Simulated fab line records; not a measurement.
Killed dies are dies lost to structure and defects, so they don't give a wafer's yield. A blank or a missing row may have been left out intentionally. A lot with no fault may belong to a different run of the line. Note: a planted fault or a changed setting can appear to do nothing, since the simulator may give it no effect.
Matching of chambers :: flow nand_harc :: pecvd-01 running NHARC_A_M1_DEP_33: 3 sister chambers
The step deposits SiCN, target thk 30 nm. 3 wafers are shown with their chamber, then 9 later ones without.

## WAFERS PAIRED WITH THEIR CHAMBERS
wafer: L081.2
chamber: 2
heater_power_w (W): 668

wafer: L090.2
chamber: 1
heater_power_w (W): 591

wafer: L090.5
chamber: 0
heater_power_w (W): 581

## WAFERS WITHOUT THEIR CHAMBER
wafer: L094.1
heater_power_w (W): 523

wafer: L094.5
heater_power_w (W): 656

wafer: L094.6
heater_power_w (W): 603

wafer: L096.2
heater_power_w (W): 525

wafer: L096.5
heater_power_w (W): 623

wafer: L096.6
heater_power_w (W): 513

wafer: L095.1
heater_power_w (W): 560

wafer: L095.2
heater_power_w (W): 570

wafer: L095.6
heater_power_w (W): 573

## WHICH CHAMBER EACH ONE RAN IN
wafer: L094.1
from the rows above: can't be placed: 0 or 1
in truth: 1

wafer: L094.5
from the rows above: can't be placed: 2 or 1 or 0
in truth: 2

wafer: L094.6
from the rows above: can't be placed: 1 or 0 or 2
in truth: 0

wafer: L096.2
from the rows above: can't be placed: 0 or 1
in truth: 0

wafer: L096.5
from the rows above: can't be placed: 1 or 0 or 2
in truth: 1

wafer: L096.6
from the rows above: can't be placed: 0 or 1
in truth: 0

wafer: L095.1
from the rows above: can't be placed: 0 or 1
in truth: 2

wafer: L095.2
from the rows above: can't be placed: 0 or 1
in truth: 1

wafer: L095.6
from the rows above: can't be placed: 0 or 1
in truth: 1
Correct placement for 0 of the 9. From these rows, 9 cannot be placed; in 8 the true chamber is one of the candidates. Wrongly placed: 0.
How it was worked out, from the rows above alone: a wafer's distance from a chamber is the root of the sum, over the readings, of the square of ((its reading less the chamber's mean) divided by the reading's scatter). If the next closest chamber is less than 2 further off than the closest, the wafer can't be placed; otherwise it belongs to the closest. Each chamber's mean is taken over the wafers shown for it. The scatter (one wafer shown for each chamber): square how far every hidden wafer sits from the nearest shown wafer, average those squares and take the square root.
